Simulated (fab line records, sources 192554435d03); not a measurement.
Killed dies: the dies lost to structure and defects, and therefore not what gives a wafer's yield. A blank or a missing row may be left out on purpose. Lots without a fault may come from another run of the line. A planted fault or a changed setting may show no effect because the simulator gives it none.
Chamber matching | flow n5_finfet | rie_diel-06 running N5_BEOL_M4_DESCUM_16: 4 sister chambers
The step chemistry O2, time 7 s. 16 wafers are shown with their chamber, then 8 later ones without.

== WAFERS WITH THEIR CHAMBER ==
wafer  | chamber | drypump_motor_current_A (A) | throttle_valve_pct (%) | showerhead_plenum_p_Torr (Torr)
L075.1 | 3       | 6.6                         | 20.09                  | 1.97
L075.4 | 1       | 6.4                         | 20.34                  | 2.22
L075.5 | 3       | 6.6                         | 20.11                  | 1.97
L084.1 | 1       | 6.5                         | 20.36                  | 2.21
L084.2 | 0       | 5.9                         | 20.33                  | 2.09
L084.6 | 3       | 6.6                         | 20.12                  | 1.97
L089.1 | 0       | 5.9                         | 20.35                  | 2.09
L089.4 | 2       | 5.7                         | 20.47                  | 2.00
L089.6 | 1       | 6.5                         | 20.38                  | 2.21
L090.2 | 0       | 5.9                         | 20.36                  | 2.09
L090.3 | 1       | 6.5                         | 20.38                  | 2.21
L090.6 | 2       | 5.6                         | 20.47                  | 2.00
L093.1 | 0       | 5.9                         | 20.37                  | 2.09
L093.5 | 2       | 5.6                         | 20.49                  | 1.99
L093.6 | 0       | 5.9                         | 20.36                  | 2.09
L092.2 | 3       | 6.6                         | 19.73                  | 2.23

SIGNATURES (averages over the wafers above)
reading                  | chamber 0 | chamber 1 | chamber 2 | chamber 3 | scatter within a chamber
drypump_motor_current_A  | 5.900     | 6.475     | 5.633     | 6.600     | 0.0344
throttle_valve_pct       | 20.3540   | 20.3650   | 20.4767   | 20.0125   | 0.0954
showerhead_plenum_p_Torr | 2.0900    | 2.2125    | 1.9967    | 2.0350    | 0.0651
Rule: for a wafer and a chamber, the distance is found by dividing, reading by reading, the gap between the wafer's reading and the chamber's mean by the reading's scatter, squaring, summing and taking the root. If the next closest chamber is less than 2 further off than the closest, the wafer can't be placed; otherwise it belongs to the closest. The scatter: take each reading less its chamber's mean, square it, sum over the shown wafers, divide by the number of wafers less the number of chambers, and take the root.

== WAFERS MISSING THEIR CHAMBER ==
wafer  | drypump_motor_current_A (A) | throttle_valve_pct (%) | showerhead_plenum_p_Torr (Torr)
L092.4 | 6.6                         | 19.72                  | 2.23
L092.5 | 5.6                         | 20.49                  | 1.99
L095.2 | 6.5                         | 20.41                  | 2.20
L095.4 | 6.4                         | 20.39                  | 2.20
L095.5 | 6.6                         | 19.74                  | 2.22
L097.3 | 6.6                         | 19.72                  | 2.22
L097.4 | 5.7                         | 20.49                  | 1.99
L097.6 | 5.6                         | 20.49                  | 1.99

== WHICH CHAMBER EACH ONE RAN IN ==
wafer  | from the rows above | in truth
L092.4 | 3                   | 3
L092.5 | 2                   | 2
L095.2 | 1                   | 1
L095.4 | 1                   | 1
L095.5 | 3                   | 3
L097.3 | 3                   | 3
L097.4 | 2                   | 2
L097.6 | 2                   | 2
Placed correctly: 8 of 8. From these rows, 0 cannot be placed. 0 placed wrongly.
